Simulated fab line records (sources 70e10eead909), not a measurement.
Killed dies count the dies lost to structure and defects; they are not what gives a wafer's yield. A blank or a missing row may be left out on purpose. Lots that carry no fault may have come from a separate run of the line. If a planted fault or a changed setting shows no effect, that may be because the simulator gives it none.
fab line records + flow nandHarc
[record]
- lots = 11
- wafers = 33
- lastDay = 34
route steps=1302 shown P_M1@299 END@1302
lots that met no fault: taken from a fault-free run of the same line
startH: start of the lot's first displayed wafer, in hours after the record's first day + waitH: how many hours have passed since the lot's step before this one + " as in the row above + L1.1+2: one row covering several wafers at once + - value missing, or start not given + * or withheld: withheld + < > ~ a bound
route shown NAME@n: a module of which the file shows steps, and the number in the route of the first + usual: mean/standard deviation taken from wafers without a fault + same: alike in all rows + chamber/n: place in a boat + sites: the reading at each site + _std_site: standard deviation across them + _edge_site: the outer-site mean with the inner-site mean subtracted + radiusMm: for every site, how far away it sits from the centre of the wafer + mask NAME#n: copy n + behind: the most recent tool/chamber to have shaped the wafer + hold: why the lot went on hold/how many hours it stayed there/how the hold came to an end + device: which transistor (n, p or np) failed to switch + end of line: tests of these same wafers at the route's end + step lacking rows: just its recipe + killed: at the first sort, the dies lost to defects and structure; wafer yield is something else + map: a wafer's dies, marking killed ones x, the rest . and places with no die _
set.NAME: the run value of the setting; set.NAME@STEP: its run value at that earlier step + model.NAME: the simulator's own value behind a step, which no gauge read
steps of the route over a sample of lots; a table a step, a row a wafer
services: the hour from which a tool's chamber was out of use, counted from the record's first day as startH (under 0 if before that day), plus the number of hours and why
[[steps]]
[step NHARC_P_M1_ETCH_35]
[recipe]
- targetDepthA = 400
- overetchA = 120
- timeS = 43.94
- ionEnergyEv = 200
- n2FlowSccm = 150
- h2FlowSccm = 150
- arFlowSccm = 0
- rfW = 400
- biasW = 150
- chemistry = N2/H2
[usual]
- drypumpMotorCurrentA = 5.5/0.39
- oesProductAu = 0.996/0.0097
- rfVppV = 430.7/2.2
- showerheadPlenumPTorr = 2.05/0.078
- throttleValvePct = 14.173/0.0084
[same]
- timeS = 43.94
| lot.wafer | tool       | chamber | startH | waitH | drypumpMotorCurrentA | oesProductAu | rfHoursCounterH | rfVppV | showerheadPlenumPTorr | throttleValvePct |
|-----------|------------|---------|--------|-------|----------------------|--------------|-----------------|--------|-----------------------|------------------|
| L180.1    | rieDiel-10 | 0       | 131.37 | 0.1   | 5.8                  | 0.998        | 5               | 434.3  | 2.15                  | 14.177           |
| L180.3    | "          | 2       | "      | "     | 4.7                  | 0.991        | 4               | 428.6  | 1.99                  | 14.162           |
| L180.6    | "          | 3       | "      | "     | 5.7                  | 1.001        | -               | 430.8  | 2.05                  | 14.171           |
| L182.3    | rieDiel-10 | 3       | 152.86 | 0.1   | 5.7                  | 0.992        | 8               | 430.9  | 2.05                  | 14.181           |
| L182.2    | "          | 1       | "      | "     | 5.5                  | 1.007        | 7               | 433.9  | 2.11                  | 14.188           |
| L182.5    | "          | 0       | "      | "     | 5.9                  | 1.008        | -               | 434.4  | 2.15                  | 14.160           |
| L184.2    | rieDiel-06 | 2       | 175.39 | 0.1   | 6.0                  | 0.991        | 1               | 429.4  | 1.98                  | 14.184           |
| L184.4    | "          | 3       | "      | "     | 5.3                  | 0.997        | 1               | 427.5  | 1.93                  | 14.170           |
| L184.6    | "          | 2       | "      | "     | 6.0                  | 0.992        | -               | 428.3  | 1.98                  | 14.182           |
| L187.2    | rieDiel-06 | 3       | 198.52 | 0.1   | 5.3                  | 1.001        | 3               | 428.0  | 1.93                  | 14.173           |
| L187.4    | "          | 0       | "      | "     | 5.4                  | 1.000        | 3               | 433.8  | 2.15                  | 14.174           |
| L187.5    | "          | 1       | "      | "     | 5.8                  | 0.998        | -               | 431.2  | 2.04                  | 14.161           |
| L188.2    | rieDiel-10 | 1       | 204.63 | 0.1   | 5.5                  | 1.013        | 10              | 431.6  | 2.11                  | 14.164           |
| L188.4    | "          | 3       | "      | "     | 5.7                  | 1.013        | 11              | 429.1  | 2.05                  | 14.179           |
| L188.6    | "          | 2       | "      | "     | 4.7                  | 0.999        | -               | 428.6  | 1.99                  | 14.174           |
| L190.3    | rieDiel-10 | 2       | 226.48 | 0.1   | 4.7                  | 1.002        | 11              | 429.4  | 1.99                  | 14.174           |
| L190.5    | "          | 1       | "      | "     | 5.4                  | 1.018        | -               | 433.6  | 2.11                  | 14.175           |
| L190.6    | "          | 2       | "      | "     | 4.7                  | 0.995        | -               | 429.8  | 1.99                  | 14.181           |
| L195.3    | rieDiel-06 | 0       | 272.00 | 0.1   | 5.4                  | 0.996        | 7               | 433.5  | 2.15                  | 14.165           |
| L195.5    | "          | 1       | "      | "     | 5.8                  | 1.004        | -               | 431.4  | 2.04                  | 14.189           |
| L195.6    | "          | 2       | "      | "     | 6.0                  | 0.992        | -               | 429.8  | 1.98                  | 14.171           |
| L196.3    | rieDiel-06 | 3       | 293.94 | 0.1   | 5.3                  | 0.987        | 8               | 428.9  | 1.93                  | 14.168           |
| L196.2    | "          | 1       | "      | "     | 5.8                  | 0.999        | 9               | 430.4  | 2.04                  | 14.177           |
| L196.4    | "          | 2       | "      | "     | 6.0                  | 0.990        | 8               | 429.7  | 1.98                  | 14.172           |
| L201.2    | rieDiel-10 | 2       | 345.10 | 0.1   | 4.7                  | 0.985        | 8               | 429.8  | 1.99                  | 14.161           |
| L201.3    | "          | 0       | "      | "     | 5.8                  | 1.003        | 9               | 433.9  | 2.14                  | 14.170           |
| L201.5    | "          | 1       | "      | "     | 5.5                  | 0.975        | -               | 431.3  | 2.10                  | 14.174           |
| L202.2    | rieDiel-06 | 1       | 349.31 | 0.1   | 5.8                  | 1.020        | 2               | 431.0  | 2.04                  | 14.171           |
| L202.1    | "          | 3       | "      | "     | 5.3                  | 0.984        | 3               | 426.7  | 1.93                  | 14.180           |
| L202.3    | "          | 0       | "      | "     | 5.3                  | 1.011        | 3               | 433.7  | 2.15                  | 14.163           |
| L203.4    | rieDiel-10 | 3       | 359.18 | 0.1   | 5.7                  | 0.989        | 9               | 430.7  | 2.04                  | 14.189           |
| L203.2    | "          | 2       | "      | "     | 4.7                  | 0.977        | 10              | 430.8  | 1.98                  | 14.163           |
| L203.6    | "          | 3       | "      | "     | 5.7                  | 0.985        | -               | 430.0  | 2.04                  | 14.177           |
[step NHARC_P_M1_ECD_22]
[recipe]
- targetThkA = 4000
- bathTempC = 25
- material = Cu
| lot.wafer  | tool     | chamber | startH | waitH |
|------------|----------|---------|--------|-------|
| L180.1+3+6 | ecdCu-01 | 0,1,1   | 132.66 | -     |
| L182.2+3+5 | ecdCu-01 | 0,1,0   | 154.15 | -     |
| L184.2+4+6 | ecdCu-01 | 1,0,1   | 176.94 | -     |
| L187.2+4+5 | ecdCu-01 | 0,0,1   | 199.80 | -     |
| L188.2+4+6 | ecdCu-01 | 0,0,1   | 205.97 | -     |
| L190.3+6+5 | ecdCu-01 | 0,1,0   | 227.92 | -     |
| L195.3+6+5 | ecdCu-01 | 1,1,0   | 273.37 | -     |
| L196.2+4+3 | ecdCu-01 | 0,1,0   | 295.28 | -     |
| L201.2+3+5 | ecdCu-01 | 1,1,0   | 346.41 | -     |
| L202.2+1+3 | ecdCu-01 | 1,0,0   | 350.63 | -     |
| L203.2+4+6 | ecdCu-01 | 0,1,0   | 360.51 | -     |
[step NHARC_P_M1_CMP_23]
[recipe]
- tOverpolishS = 20
- targetThkNm = 157.82
[usual]
- motorCurrentA = 11.9/1.1
- slurryFlowMlMin = 150.0/0.47
- timeToEndpointS = 28/3.2
| lot.wafer | tool   | chamber | startH | waitH | motorCurrentA | slurryFlowMlMin | timeToEndpointS |
|-----------|--------|---------|--------|-------|---------------|-----------------|-----------------|
| L180.3    | cmp-04 | 1       | 133.38 | -     | 13.8          | 149.6           | 27              |
| L180.1    | "      | 3       | "      | "     | 10.8          | 150.3           | 28              |
| L180.6    | "      | 2       | "      | "     | 11.5          | 149.7           | 27              |
| L182.2    | cmp-03 | 2       | 154.90 | -     | 12.5          | 150.1           | 34              |
| L182.3    | "      | 0       | "      | "     | 12.0          | 149.8           | 33              |
| L182.5    | "      | 1       | "      | "     | 10.7          | 149.6           | 32              |
| L184.4    | cmp-03 | 0       | 177.65 | -     | 11.8          | 150.3           | 36              |
| L184.2    | "      | 2       | "      | "     | 13.0          | 149.7           | 37              |
| L184.6    | "      | 3       | "      | "     | 13.6          | 149.8           | 34              |
| L187.2    | cmp-04 | 3       | 200.54 | -     | 10.9          | 149.2           | 30              |
| L187.4    | "      | 2       | "      | "     | 12.1          | 149.9           | 30              |
| L187.5    | "      | 3       | "      | "     | 11.0          | 149.7           | 26              |
| L188.2    | cmp-03 | 3       | 206.64 | -     | 13.5          | 150.1           | 31              |
| L188.4    | "      | 2       | "      | "     | 13.3          | 150.7           | 34              |
| L188.6    | "      | 0       | "      | "     | 11.6          | 150.4           | 34              |
| L190.3    | cmp-04 | 0       | 228.49 | -     | 13.0          | 149.5           | 28              |
| L190.5    | "      | 0       | "      | "     | 12.5          | 149.5           | 27              |
| L190.6    | "      | 1       | "      | "     | 14.0          | 150.2           | 25              |
| L195.3    | cmp-01 | 0       | 274.09 | -     | 10.5          | 149.3           | 24              |
| L195.6    | "      | 1       | "      | "     | 10.8          | 150.0           | 25              |
| L195.5    | "      | 2       | "      | "     | 12.3          | 149.9           | 7               |
| L196.4    | cmp-03 | 0       | 295.96 | -     | 12.2          | 149.4           | 32              |
| L196.2    | "      | 1       | "      | "     | 10.2          | 150.6           | 13              |
| L196.3    | "      | 2       | "      | "     | 12.8          | 149.3           | 16              |
| L201.3    | cmp-04 | 1       | 347.21 | -     | 13.4          | 150.2           | 26              |
| L201.2    | "      | 2       | "      | "     | 11.2          | 149.3           | 26              |
| L201.5    | "      | 0       | "      | "     | 13.2          | 150.0           | 27              |
| L202.2    | cmp-01 | 1       | 351.35 | -     | 11.5          | 149.5           | 28              |
| L202.3    | "      | 2       | "      | "     | 12.2          | 150.4           | 27              |
| L202.1    | "      | 3       | "      | "     | 11.9          | 149.4           | 29              |
| L203.2    | cmp-04 | 3       | 361.53 | -     | 10.9          | 150.6           | 24              |
| L203.4    | "      | 0       | "      | "     | 12.8          | 150.7           | 28              |
| L203.6    | "      | 2       | "      | "     | 11.5          | 149.1           | 30              |
[step NHARC_P_M1_THK_MEAS_24]
[recipe]
- thkMeasGauge = xrf
[usual]
- thkNm = 157.9/1.6
| lot.wafer | tool         | chamber | startH | waitH | thkNm |
|-----------|--------------|---------|--------|-------|-------|
| L180.1    | filmMetro-02 | -       | 133.69 | -     | 156.5 |
| L180.3    | "            | -       | "      | "     | 154.7 |
| L180.6    | "            | -       | "      | "     | 156.4 |
| L182.2    | filmMetro-01 | -       | 155.19 | -     | 158.7 |
| L182.3    | "            | -       | "      | "     | 160.2 |
| L182.5    | "            | -       | "      | "     | 158.1 |
| L184.2    | filmMetro-02 | -       | 177.94 | -     | 162.4 |
| L184.4    | "            | -       | "      | "     | 162.6 |
| L184.6    | "            | -       | "      | "     | 161.1 |
| L187.2    | filmMetro-01 | -       | 200.85 | -     | 156.9 |
| L187.4    | "            | -       | "      | "     | 159.0 |
| L187.5    | "            | -       | "      | "     | 157.0 |
| L188.2    | filmMetro-02 | -       | 206.95 | -     | 158.1 |
| L188.4    | "            | -       | "      | "     | 157.0 |
| L188.6    | "            | -       | "      | "     | 159.5 |
| L190.3    | filmMetro-02 | -       | 228.81 | -     | 156.9 |
| L190.5    | "            | -       | "      | "     | 156.5 |
| L190.6    | "            | -       | "      | "     | 157.0 |
| L195.3    | filmMetro-01 | -       | 274.32 | -     | 155.7 |
| L195.5    | "            | -       | "      | "     | 157.4 |
| L195.6    | "            | -       | "      | "     | 156.1 |
| L196.2    | filmMetro-02 | -       | 296.27 | -     | 157.5 |
| L196.3    | "            | -       | "      | "     | 160.6 |
| L196.4    | "            | -       | "      | "     | 159.9 |
| L201.2    | filmMetro-01 | -       | 347.48 | -     | 159.5 |
| L201.3    | "            | -       | "      | "     | 157.7 |
| L201.5    | "            | -       | "      | "     | 158.0 |
| L202.1    | filmMetro-02 | -       | 351.66 | -     | 158.5 |
| L202.2    | "            | -       | "      | "     | 157.1 |
| L202.3    | "            | -       | "      | "     | 158.3 |
| L203.2    | filmMetro-02 | -       | 361.82 | -     | 159.1 |
| L203.4    | "            | -       | "      | "     | 157.1 |
| L203.6    | "            | -       | "      | "     | 159.5 |
[step NHARC_P_M1_PRE_CLEAN_32]
[recipe]
- timeS = 12
- tempC = 370
- rfPowerW = 300
- gas = NH3
[usual]
- heaterPowerW = 655/79
- susceptorTempC = 370.02/0.24
[same]
- timeS = 12
| lot.wafer | tool     | chamber | startH | waitH | heaterPowerW | susceptorTempC |
|-----------|----------|---------|--------|-------|--------------|----------------|
| L180.1    | pecvd-04 | 0       | 133.92 | 0.1   | 625          | 370.17         |
| L180.3    | "        | 2       | "      | "     | 646          | 370.28         |
| L180.6    | "        | 1       | "      | "     | 566          | 369.85         |
| L182.3    | pecvd-01 | 0       | 155.42 | 0.1   | 720          | 370.08         |
| L182.2    | "        | 1       | "      | "     | 854          | 370.15         |
| L182.5    | "        | 2       | "      | "     | 734          | 370.39         |
| L184.2    | pecvd-04 | 1       | 178.19 | 0.1   | 624          | 370.00         |
| L184.4    | "        | 2       | "      | "     | 639          | 370.03         |
| L184.6    | "        | 0       | "      | "     | 644          | 370.16         |
| L187.2    | pecvd-02 | 0       | 201.08 | 0.1   | 732          | 370.03         |
| L187.5    | "        | 0       | "      | "     | 736          | 369.77         |
| L187.4    | "        | 1       | "      | "     | 587          | 370.06         |
| L188.2    | pecvd-01 | 1       | 207.19 | 0.1   | 786          | 369.69         |
| L188.6    | "        | 1       | "      | "     | 767          | 369.68         |
| L188.4    | "        | 2       | "      | "     | 657          | 370.14         |
| L190.3    | pecvd-04 | 2       | 229.05 | 0.1   | 650          | 369.66         |
| L190.5    | "        | 1       | "      | "     | 550          | 369.60         |
| L190.6    | "        | 0       | "      | "     | 581          | 369.94         |
| L195.3    | pecvd-01 | 1       | 274.55 | 0.1   | 765          | 370.17         |
| L195.6    | "        | 1       | "      | "     | 791          | 370.43         |
| L195.5    | "        | 2       | "      | "     | 676          | 370.06         |
| L196.3    | pecvd-02 | 0       | 296.50 | 0.1   | 701          | 369.80         |
| L196.2    | "        | 1       | "      | "     | 525          | 369.61         |
| L196.4    | "        | 2       | "      | "     | 676          | 370.10         |
| L201.2    | pecvd-04 | 1       | 347.70 | 0.1   | 547          | 370.09         |
| L201.3    | "        | 0       | "      | "     | 653          | 369.90         |
| L201.5    | "        | 1       | "      | "     | 539          | 369.88         |
| L202.1    | pecvd-04 | 1       | 351.89 | 0.1   | 653          | 370.13         |
| L202.3    | "        | 2       | "      | "     | 665          | 370.37         |
| L202.2    | "        | 0       | "      | "     | 631          | 370.01         |
| L203.2    | pecvd-04 | 2       | 362.07 | 0.1   | 625          | 370.07         |
| L203.6    | "        | 0       | "      | "     | 685          | 369.87         |
| L203.4    | "        | 1       | "      | "     | 631          | 369.77         |
[step NHARC_END_SORT_01]
[recipe]
- tempC = 25
[usual]
- defectLimitedYield = 91.4/2.4
- killedAtArray = 54/17
- killedAtOther = 0.7/1
- killedAtPeriphery = 3.7/2.9
- killedDies = 58/16
- killedOpen = 3.2/1.9
- killedShort = 2.2/1.5
- sort_bin_2_pct = 3.1/1.1
- sort_bin_3_pct = 0.6/0.33
- sort_bin_4_pct = 4.9/1.4
- sortNPass = 619/16
- sortRimYieldPct = 94/3.8
- sortYieldPct = 91.4/2.4
[same]
- grossDies = 677
- sort_bin_5_pct[%] = 0
- sort_bin_6_pct[%] = 0
- sort_bin_7_pct[%] = 0
- sort_bin_8_pct[%] = 0
- sortRimNGross = 106.00
| lot.wafer | tool      | chamber | startH | waitH | defectLimitedYield[%] | killedAtArray | killedAtOther | killedAtPeriphery | killedDies | killedOpen | killedShort | sort_bin_2_pct[%] | sort_bin_3_pct[%] | sort_bin_4_pct[%] | sortNPass | sortRimYieldPct[%] | sortYieldPct[%] |
|-----------|-----------|---------|--------|-------|-----------------------|---------------|---------------|-------------------|------------|------------|-------------|-------------------|-------------------|-------------------|-----------|--------------------|-----------------|
| L195.3    | prober-02 | 0       | 700.18 | 3.1   | 88.6                  | 68            | 1             | 8                 | 77         | 2          | 4           | 3.8               | 0.6               | 6.9               | 600       | 94                 | 88.6            |
| L195.5    | prober-02 | 0       | 701.79 | 3.7   | 91.4                  | 54            | 1             | 3                 | 58         | 5          | 1           | 3.2               | 0.9               | 4.4               | 619       | 91                 | 91.4            |
| L195.6    | prober-02 | 0       | 702.59 | 4.0   | 85.4                  | 91            | 0             | 8                 | 99         | 3          | 1           | 5.3               | 1.3               | 8.0               | 578       | 95                 | 85.4            |
| L196.2    | prober-02 | 0       | 727.56 | 2.8   | 93.8                  | 39            | 1             | 2                 | 42         | 1          | 2           | 2.2               | 0.6               | 3.4               | 635       | 97                 | 93.8            |
| L196.3    | prober-02 | 0       | 728.36 | 3.1   | 92.0                  | 53            | 0             | 1                 | 54         | 2          | 5           | 3.2               | 0.6               | 4.1               | 623       | 97                 | 92.0            |
| L196.4    | prober-02 | 0       | 729.17 | 3.4   | 92.2                  | 50            | 2             | 1                 | 53         | 1          | 4           | 1.8               | 0.9               | 5.2               | 624       | 98                 | 92.2            |
// killed by level:class
L195.3 A_CHANNEL_HOLE_D1:chamberFilmFlake=29 A_SLIT:chamberFilmFlake=28 A_CONTACT:chamberFilmFlake=4 A_STAIRCASE:chamberFilmFlake=3 P_ZERO_WELL:chamberFilmFlake=2 P_BONDPAD:chamberFilmFlake=2 P_GATE:geometricParticle:short=1 P_GATE:geometricParticle:open=1
L195.5 A_CHANNEL_HOLE_D1:chamberFilmFlake=32 A_SLIT:chamberFilmFlake=15 A_STAIRCASE:chamberFilmFlake=2 P_GATE:geometricParticle:open=1 P_M0:geometricParticle:open=1 A_DECK1_JOINT:geometricParticle:open=1 A_CHANNEL_FILL_D2:geometricParticle:open=1 A_SGD_CUT:geometricParticle:short=1
L195.6 A_SLIT:chamberFilmFlake=39 A_CHANNEL_HOLE_D1:chamberFilmFlake=37 A_STAIRCASE:chamberFilmFlake=5 A_CONTACT:chamberFilmFlake=5 P_ZERO_WELL:chamberFilmFlake=2 P_M2:chamberFilmFlake=2 P_BONDPAD:chamberFilmFlake=2 P_GATE:geometricParticle:open=1
L196.2 A_CHANNEL_HOLE_D1:chamberFilmFlake=26 A_SLIT:chamberFilmFlake=5 A_WL_FILL:chamberFilmFlake=3 P_M0:geometricParticle:short=1 A_ONON_D1:geometricParticle:short=1 A_M0:geometricParticle:open=1 P_BONDPAD:chamberFilmFlake=1 A_ZERO_WELL:chamberFilmFlake=1
L196.3 A_CHANNEL_HOLE_D1:chamberFilmFlake=37 A_STAIRCASE:chamberFilmFlake=3 A_SGD_CUT:chamberFilmFlake=2 A_CONTACT:chamberFilmFlake=2 P_CONTACT:geometricParticle:short=1 A_SOURCE_PLATE:geometricParticle:short=1 A_ONON_D1:geometricParticle:open=1 A_CHANNEL_HOLE_D2:geometricParticle:short=1
L196.4 A_CHANNEL_HOLE_D1:chamberFilmFlake=36 A_SLIT:chamberFilmFlake=3 A_CONTACT:chamberFilmFlake=2 A_BLC:chamberFilmFlake=2 THIN_TSV:chamberFilmFlake=2 P_M0:geometricParticle:short=1 A_ONON_D1:geometricParticle:short=1 A_CHANNEL_HOLE_D1:geometricParticle:open=1
[[services]]
| tool       | chamber | startH | hours | kind   |
|------------|---------|--------|-------|--------|
| rieDiel-10 | 2       | 109.86 | 3.8   | repair |
| cmp-04     | -       | 111.00 | 4.0   | pm     |
| cmp-03     | -       | 114.71 | 3.9   | repair |
| rieDiel-06 | -       | 130.20 | 9.0   | pm     |
| rieDiel-10 | 3       | 163.38 | 8.2   | repair |
| rieDiel-10 | 2       | 171.16 | 11.7  | repair |
| pecvd-04   | 0       | 171.76 | 2.3   | repair |
| rieDiel-10 | 3       | 175.32 | 6.7   | repair |
| ecdCu-01   | -       | 177.36 | 1.3   | repair |
| rieDiel-06 | 0       | 191.94 | 4.0   | repair |
| cmp-04     | -       | 209.00 | 4.0   | pm     |
| ecdCu-01   | -       | 216.85 | 8.0   | pm     |
| rieDiel-10 | -       | 242.69 | 9.0   | pm     |
| pecvd-04   | -       | 269.01 | 13.0  | pm     |
| cmp-04     | -       | 272.81 | 0.2   | repair |
| rieDiel-06 | 1       | 286.23 | 4.4   | repair |
| rieDiel-06 | 1       | 300.14 | 8.3   | repair |
| cmp-04     | -       | 307.00 | 4.0   | pm     |
| rieDiel-06 | -       | 307.20 | 9.0   | pm     |
| cmp-04     | -       | 325.59 | 2.9   | repair |
| cmp-04     | -       | 330.01 | 3.0   | repair |
| pecvd-04   | -       | 335.05 | 0.7   | repair |
| rieDiel-10 | 3       | 342.48 | 11.4  | repair |
| rieDiel-06 | 2       | 357.79 | 5.8   | repair |
[[key]]
[firstSign]
- step = NHARC_P_M1_CMP_23
- reading = timeToEndpointS
- direction = down
- sigmas = 5.1
- usual = *
- struck = *
effect none on later readings
metAt NHARC_P_M1_ECD_22
struckLots L195,L196
struckWafers L195.5,L196.2,L196.3
notActingAt NHARC_P_M1_ETCH_35,NHARC_P_M1_THK_MEAS_24,NHARC_P_M1_PRE_CLEAN_32
onsetBetween 227.92 273.37
[fault]
- kind = processParameterDrift
- tool = ecdCu-01
- chamber = 0
- onsetH = 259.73
- steps = NHARC_P_M1_ECD_22
- channel = targetThkA
- offset = *
- shape = step
- endH = 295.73
- actsIn = *
- stated = *
